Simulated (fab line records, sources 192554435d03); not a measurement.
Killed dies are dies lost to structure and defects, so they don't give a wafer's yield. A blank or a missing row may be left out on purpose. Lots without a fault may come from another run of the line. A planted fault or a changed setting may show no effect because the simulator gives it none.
Problem report in the 8D (eight disciplines) form, filled by code | flow n5_finfet | the parts of the form that need people (team, actions taken, sign-off) are left out

1. THE PROBLEM
bias_w at N5_BEOL_M9_TRENCH_ETCH_37 reads a mean of 203.6 W on 6 wafers of 2 lots; wafers without a fault read 185.0 W with a standard deviation of 0.53. That is +35 standard deviations from the usual mean.
The step: etches SiCOH lowk in C4F6/O2, target depth 151.43 nm, time 49 s.
First seen on wafer L267.2, day 11 12:20, on rie_diel-05. The record holds 30 wafers of 10 lots with a number at this step. Rule for "out", or "out of limits": more than 4 standard deviations from the usual mean. The other wafers with a number count as sound.

2. WHAT IT IS AND WHAT IT IS NOT
question                    | is                     | is not
which readings at this step | bias_w, rf_vpp_V       | rf_fwd_power_W, throttle_valve_pct
which lots                  | L267, L270             | L263, L264, L265, L266, L272, L281, L282, L283
which wafers of those lots  | all that have a number | -
read on which tools         | rie_diel-05            | rie_diel-02, rie_diel-03
when                        | from day 11 12:20      | up to then (12 sound wafers); but 12 sound wafers of L272, L281, L282, L283 came after

3. SUSPECTS, AND WHAT RULES EACH OUT
Counting: a tool at a process step up to the reading stays a suspect if it ran every lot that is out and no sound lot after the first of them.
- rie_diel-05 at N5_BEOL_M9_ETCH_66 (etches SOC in N2/H2, target depth 80 nm, overetch 16 nm, time 120 s): ruled out as a lasting fault. Sound lots L283 ran on it after its first lot that is out, L267 (day 11 12:08).
- rie_diel-05 at N5_BEOL_M9_TRENCH_ETCH_37 (etches SiCOH lowk in C4F6/O2, target depth 151.43 nm, time 49 s): ruled out as a lasting fault. Sound lots L283 ran on it after its first lot that is out, L267 (day 11 12:20).
Left after counting: nothing in the record.

4. THE CAUSE (what the simulator had put in)
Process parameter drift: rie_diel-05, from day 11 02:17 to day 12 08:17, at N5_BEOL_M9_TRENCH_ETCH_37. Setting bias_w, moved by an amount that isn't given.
Counting ruled it out, wrongly.

5. THE CHAIN OF EFFECTS, in route order
Each row: a reading whose mean over the struck wafers that have a number lies more than 3 standard deviations from the usual. Only readings for which the record gives a usual standard deviation are gone through. hours: the time from each lot's start at the first step in this table that gives one to its start at this step, as a median over the lots. sigmas: the change in usual standard deviations.
hours | step                      | reading  | usual   | on struck wafers | change | sigmas
0     | N5_BEOL_M9_TRENCH_ETCH_37 | bias_w   | 185.0 W | 203.6            | +18.6  | +35
0     | N5_BEOL_M9_TRENCH_ETCH_37 | rf_vpp_V | 661 V   | 713              | +52    | +5.4
The process steps in it:
- N5_BEOL_M9_TRENCH_ETCH_37: etches SiCOH lowk in C4F6/O2, target depth 151.43 nm, time 49 s.
Later measuring or inspecting steps at which every struck wafer that the step has a row for has a number for every such reading, and none has moved that far: N5_BEOL_M9_CD_MEAS_35.

6. WHAT WOULD HAVE CAUGHT IT SOONER
In this record the first reading out of limits was taken at day 11 12:20, 10 hours after the fault began at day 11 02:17.
